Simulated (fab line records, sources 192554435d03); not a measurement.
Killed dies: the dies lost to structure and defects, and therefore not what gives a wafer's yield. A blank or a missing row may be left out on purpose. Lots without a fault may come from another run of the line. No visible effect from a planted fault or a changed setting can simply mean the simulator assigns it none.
A lot that was struck, set against a sound lot ; flow n5 finfet ; 24 out of 1938 route steps
Sound: wafers L301.3, L301.4, L301.6. Struck: wafers L310.2, L310.3, L310.6. The cause comes at the end.
Order at every step that has rows: each side's tool, ch and its chambers, its first start. Under that, the readings that differ: sound wafers ; struck wafers ; difference of the means ; sigmas: that difference in standard deviations of wafers without a fault.
alike: words and numbers the same on both sides, and readings whose means are apart by under 2 such deviations; not compared: readings that were withheld, readings missing a value for some wafer, numbers with overlapping values and no deviation given by the record, and bounds like >300 which may hide the same value.
Wherever a step has rows on one side only, a row that says differs or no value, or a row with sigmas, the two part there. Numbers that don't overlap but have no deviation are shown without sigmas and don't part them. A reading that every wafer of one side lacks parts them only if that side has two wafers or more.

first, 11 steps without rows for these wafers: N5_DUMMY_REMOVAL_PRECLEAN_07 (cleans in dHF, time 30 s); N5_DUMMY_REMOVAL_DUMMY_REMOVE_02 (chemistry TMAH, target poly-Si, stops on SiO2, target depth 142 nm, time 57 s, rinse time 30 s); N5_DUMMY_REMOVAL_PRECLEAN_08 (cleans in NF3:NH3, afs cycles 2, time 20 s, sublimation time 60 s); N5_DUMMY_REMOVAL_PRECLEAN_04 (cleans in DHF, time 37 s); N5_DUMMY_REMOVAL_SRD_05 (time 30 s); N5_HKMG_FIN_IL_REGROW_00 (material SiO2, chemistry O3, target thk 0.75 nm, time 30 s); N5_HKMG_FIN_HK_ALD_01 (deposits HfO2, target thk 1.6 nm, pulse time 3 s, purge time 3 s); N5_HKMG_FIN_HK_ANNEAL_02 (time 30 s); N5_HKMG_FIN_ALD_74 (deposits La2O3, target thk 0.5 nm, pulse time 6 s, co reactant pulse time 1 s); N5_HKMG_FIN_ALD_75 (deposits Al2O3, target thk 1 nm, co reactant pulse time 1 s); N5_HKMG_FIN_COAT_41 (time 60 s, resist thk 300 nm).
N5_HKMG_FIN_COAT_42: time 60 s, resist thk 35 nm.
  sound on litho track-03 ch 0, day 7 12:07; struck on litho track-03 ch 0, day 9 17:02
reading;sound;struck;difference;sigmas
spin speed rpm (rpm);1500.1 1498.4 1502.0;1688.7 1688.2 1687.8;+188.1;+99 or more
model.SiARC_of_HKMG_FIN_COAT_42.thk nm (nm);35 35 35.2;33 33 33;-2;
  alike: dispense pressure kPa
then, 7 steps without rows for these wafers: N5_HKMG_FIN_COAT_43 (resist thk 90 nm); N5_HKMG_FIN_EBR_45; N5_HKMG_FIN_SOFTBAKE_44 (time 60 s); N5_HKMG_FIN_EXPOSE_46 (exposes mask NDIPOLE); N5_HKMG_FIN_PEB_47 (peb time 60 s); N5_HKMG_FIN_DEVELOP_48 (develop time 30 s); N5_HKMG_FIN_DESCUM_53 (chemistry O2, time 7.9 s).
N5_HKMG_FIN_ETCH_54: etches SiARC in CF4, target depth 45.5 nm, time 75.8 s.
  sound on rie diel-03 ch 0,2,3, day 7 12:28; struck on rie diel-04 ch 0,2, day 9 17:32
reading;sound;struck;difference;sigmas
etch rf on time s (s);74.7 75.5 76.0;71.9 72.9 72.7;-2.9;-2
throttle valve pct (%);15.47 15.32 15.73;15.60 15.90 15.88;+0.29;+2
model.etch.depth nm (nm);35.07 35.1 35.12;33.1 33.03 33.03;-2.0;
model.CAR-ArF_of_HKMG_FIN_COAT_43.thk nm (nm);50.6 50.4 50.6;52.4 52.6 52.8;+2.1;
  alike: cf4 flow sccm, drypump motor current A, oes product au, rf vpp V, showerhead plenum p Torr
  not compared: rf hours counter h
N5_HKMG_FIN_ETCH_55: etches SOC in N2/H2, target depth 240 nm, time 300 s.
  sound on rie diel-03 ch 0,2,3, day 7 12:31; struck on rie diel-04 ch 0,2, day 9 17:35
reading;sound;struck;difference;sigmas
model.SiARC_of_HKMG_FIN_COAT_42.thk nm (nm);21 21.6 22;19 19.6 19.6;-2;
  alike: drypump motor current A, oes product au, rf vpp V, showerhead plenum p Torr, throttle valve pct
  not compared: rf hours counter h
then, 1 step without rows for these wafers: N5_HKMG_FIN_STRIP_56 (strips in N2/H2).
-- record jumps: 4 days separate the struck wafers' starts on either side; left off in module HKMG_FIN, taken up again in module BEOL_M4, whose first shown step is the route's number 1111 --
N5_BEOL_M4_RC_MEAS_101:
  sound on prober-01 ch 0, day 11 05:13; struck on prober-01 ch 0, day 13 17:56
reading;sound;struck;difference;sigmas
ION_P (uA/um);472 470 471;447 456 454;-19;-2
VT_P (mV);-250 -245 -246;-258 -254 -256;-9;-3
  alike: DIBL_N, DIBL_P, IOFF_N, IOFF_P, ION_N, SS_N, SS_P, VT_N
-- a jump in the record: the struck wafers' starts before and after are 5 days apart (it breaks off in module BEOL_M4 and resumes in module PASSIVATION, where the first step shown is number 1936 of the route) --
N5_PASSIVATION_PROBE_49:
  rows exist in the record for the struck wafers here (prober-02, day 19 04:25), but not for the sound ones

== WHERE THEY PART ==
Earliest at N5_HKMG_FIN_COAT_42; latest, in this record, at N5_PASSIVATION_PROBE_49.

WHY: whatever the simulator had introduced
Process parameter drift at N5_HKMG_FIN_COAT_42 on litho track-03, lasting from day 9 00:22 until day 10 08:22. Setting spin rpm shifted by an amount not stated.
